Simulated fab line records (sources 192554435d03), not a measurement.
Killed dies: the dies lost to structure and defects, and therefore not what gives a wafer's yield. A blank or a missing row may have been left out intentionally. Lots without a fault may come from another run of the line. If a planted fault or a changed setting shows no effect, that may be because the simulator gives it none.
Split-lot trial || flow n5Finfet || 21 wafers read across 7 lots, on a route 1938 steps long

## SPLIT DETAILS
At N5_DUMMY_GATE_ETCH_31 (etches SiO2 in C4F6/O2, target depth 82.5 nm, time 27.5 s), the setting targetDepthA was moved away from the recipe's 825 angstrom on 9 of the 21 wafers read, by -12.0% to +11.3%. For the rest of the wafers, this setting stayed at what the recipe calls for.

Reading taken at the split's own step.

## THE READING
etch.depthNm (the simulator's own value, which no gauge read), in nm, at N5_DUMMY_GATE_ETCH_31 (etches SiO2 in C4F6/O2, target depth 82.5 nm, time 27.5 s). The file gives no usual value for it. Across the 12 wafers here that went through the recipe, the average is 81.32 nm and the standard deviation 2.1 nm.

{"wafer": "L075.1", "tool, chamber at the split": "rieDiel-03, 2", "targetDepthA as run, angstrom": 853.5, "against the recipe": "+3.5%", "etch.depthNm, nm": 87.23, "against lot-mates on the recipe": "+5.81"}
{"wafer": "L075.3", "tool, chamber at the split": "rieDiel-03, 0", "targetDepthA as run, angstrom": 825, "against the recipe": "recipe", "etch.depthNm, nm": 79.65, "against lot-mates on the recipe": "-"}
{"wafer": "L075.4", "tool, chamber at the split": "rieDiel-03, 3", "targetDepthA as run, angstrom": 825, "against the recipe": "recipe", "etch.depthNm, nm": 83.18, "against lot-mates on the recipe": "-"}
{"wafer": "L077.2", "tool, chamber at the split": "rieDiel-03, 0", "targetDepthA as run, angstrom": 918.5, "against the recipe": "+11.3%", "etch.depthNm, nm": 89.78, "against lot-mates on the recipe": "+6.63"}
{"wafer": "L077.3", "tool, chamber at the split": "rieDiel-03, 1", "targetDepthA as run, angstrom": 825, "against the recipe": "recipe", "etch.depthNm, nm": 83.15, "against lot-mates on the recipe": "-"}
{"wafer": "L077.6", "tool, chamber at the split": "rieDiel-03, 1", "targetDepthA as run, angstrom": 918.5, "against the recipe": "+11.3%", "etch.depthNm, nm": 91.85, "against lot-mates on the recipe": "+8.70"}
{"wafer": "L078.2", "tool, chamber at the split": "rieDiel-02, 0", "targetDepthA as run, angstrom": 825, "against the recipe": "recipe", "etch.depthNm, nm": 80.73, "against lot-mates on the recipe": "-"}
{"wafer": "L078.4", "tool, chamber at the split": "rieDiel-02, 2", "targetDepthA as run, angstrom": 825, "against the recipe": "recipe", "etch.depthNm, nm": 84.07, "against lot-mates on the recipe": "-"}
{"wafer": "L078.5", "tool, chamber at the split": "rieDiel-02, 3", "targetDepthA as run, angstrom": 859.5, "against the recipe": "+4.2%", "etch.depthNm, nm": 84.77, "against lot-mates on the recipe": "+2.37"}
{"wafer": "L082.2", "tool, chamber at the split": "rieDiel-02, 3", "targetDepthA as run, angstrom": 726.3, "against the recipe": "-12.0%", "etch.depthNm, nm": 71.42, "against lot-mates on the recipe": -9.63}
{"wafer": "L082.4", "tool, chamber at the split": "rieDiel-02, 3", "targetDepthA as run, angstrom": 825, "against the recipe": "recipe", "etch.depthNm, nm": 81.05, "against lot-mates on the recipe": "-"}
{"wafer": "L082.6", "tool, chamber at the split": "rieDiel-02, 0", "targetDepthA as run, angstrom": 726.3, "against the recipe": "-12.0%", "etch.depthNm, nm": 70.71, "against lot-mates on the recipe": -10.34}
{"wafer": "L084.1", "tool, chamber at the split": "rieDiel-01, 1", "targetDepthA as run, angstrom": 756.3, "against the recipe": "-8.3%", "etch.depthNm, nm": 75.55, "against lot-mates on the recipe": -2.54}
{"wafer": "L084.3", "tool, chamber at the split": "rieDiel-01, 3", "targetDepthA as run, angstrom": 825, "against the recipe": "recipe", "etch.depthNm, nm": 78.08, "against lot-mates on the recipe": "-"}
{"wafer": "L084.6", "tool, chamber at the split": "rieDiel-01, 3", "targetDepthA as run, angstrom": 825, "against the recipe": "recipe", "etch.depthNm, nm": 78.09, "against lot-mates on the recipe": "-"}
{"wafer": "L091.1", "tool, chamber at the split": "rieDiel-02, 0", "targetDepthA as run, angstrom": 825, "against the recipe": "recipe", "etch.depthNm, nm": 81.21, "against lot-mates on the recipe": "-"}
{"wafer": "L091.2", "tool, chamber at the split": "rieDiel-02, 2", "targetDepthA as run, angstrom": 901.8, "against the recipe": "+9.3%", "etch.depthNm, nm": 91.48, "against lot-mates on the recipe": "+10.27"}
{"wafer": "L091.3", "tool, chamber at the split": "rieDiel-02, 3", "targetDepthA as run, angstrom": 901.8, "against the recipe": "+9.3%", "etch.depthNm, nm": 88.09, "against lot-mates on the recipe": "+6.88"}
{"wafer": "L095.3", "tool, chamber at the split": "rieDiel-03, 3", "targetDepthA as run, angstrom": 825, "against the recipe": "recipe", "etch.depthNm, nm": 84.74, "against lot-mates on the recipe": "-"}
{"wafer": "L095.5", "tool, chamber at the split": "rieDiel-03, 1", "targetDepthA as run, angstrom": 825, "against the recipe": "recipe", "etch.depthNm, nm": 81.83, "against lot-mates on the recipe": "-"}
{"wafer": "L095.6", "tool, chamber at the split": "rieDiel-03, 0", "targetDepthA as run, angstrom": 825, "against the recipe": "recipe", "etch.depthNm, nm": 80.09, "against lot-mates on the recipe": "-"}

THE FIT
A straight line over all 21 wafers: etch.depthNm changes by +0.855 nm for each +1% of targetDepthA; r = +0.95; the points scatter about the line by 1.9 nm.
The same after taking each lot's own level away (the mean of its wafers on the recipe; 21 wafers): +0.759 nm for each +1%; r = +0.94; scatter 1.8 nm.
According to that fit, moving targetDepthA by its largest amount changes the reading by 9.1 nm.
The lots' own levels span 78.085 to 83.150 nm, that is 2.4 times the standard deviation above.
Thus the slope moves with the lot-to-lot level: the two fits are different.
Check: with one of the wafers moved furthest among these (-12.0%) left out of the fit, the line predicts -8.55 nm for it against its lot-mates. Against them it came out at -9.63 nm.

## THE OTHER SPLITS THESE WAFERS WENT THROUGH
Note: prior to the reading, these wafers also went through further splits. Each is held against what the fit with the lots' levels taken away leaves over:
{"other split on the same wafers": "N5_ZERO_LAYER_PECVD_02 timeS", "wafers away from the commonest value": 10, "r with etch.depthNm (lot level and that fit taken away)": "+0.17"}
{"other split on the same wafers": "N5_ZERO_LAYER_COAT_05 spinRpm", "wafers away from the commonest value": 4, "r with etch.depthNm (lot level and that fit taken away)": -0.23}
{"other split on the same wafers": "N5_ZERO_LAYER_DEVELOP_10 developTimeS", "wafers away from the commonest value": 6, "r with etch.depthNm (lot level and that fit taken away)": "+0.05"}
{"other split on the same wafers": "N5_WELL_APT_COAT_02 spinRpm", "wafers away from the commonest value": 5, "r with etch.depthNm (lot level and that fit taken away)": "+0.12"}
{"other split on the same wafers": "N5_FIN_SAQP_COAT_50 spinRpm", "wafers away from the commonest value": 7, "r with etch.depthNm (lot level and that fit taken away)": -0.02}
{"other split on the same wafers": "N5_FIN_SAQP_PEB_14 pebTimeS", "wafers away from the commonest value": 10, "r with etch.depthNm (lot level and that fit taken away)": "+0.05"}
{"other split on the same wafers": "N5_FIN_CUT_COAT_02 spinRpm", "wafers away from the commonest value": 9, "r with etch.depthNm (lot level and that fit taken away)": "+0.04"}
{"other split on the same wafers": "N5_FIN_CUT_EXPOSE_05 doseMj", "wafers away from the commonest value": 9, "r with etch.depthNm (lot level and that fit taken away)": "+0.03"}
{"other split on the same wafers": "N5_DUMMY_GATE_DESCUM_20 timeS", "wafers away from the commonest value": 6, "r with etch.depthNm (lot level and that fit taken away)": "+0.36"}

## THE FILE'S OWN FIT
etch.depthNm changes by +0.738 nm for each +1% of targetDepthA, r = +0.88.
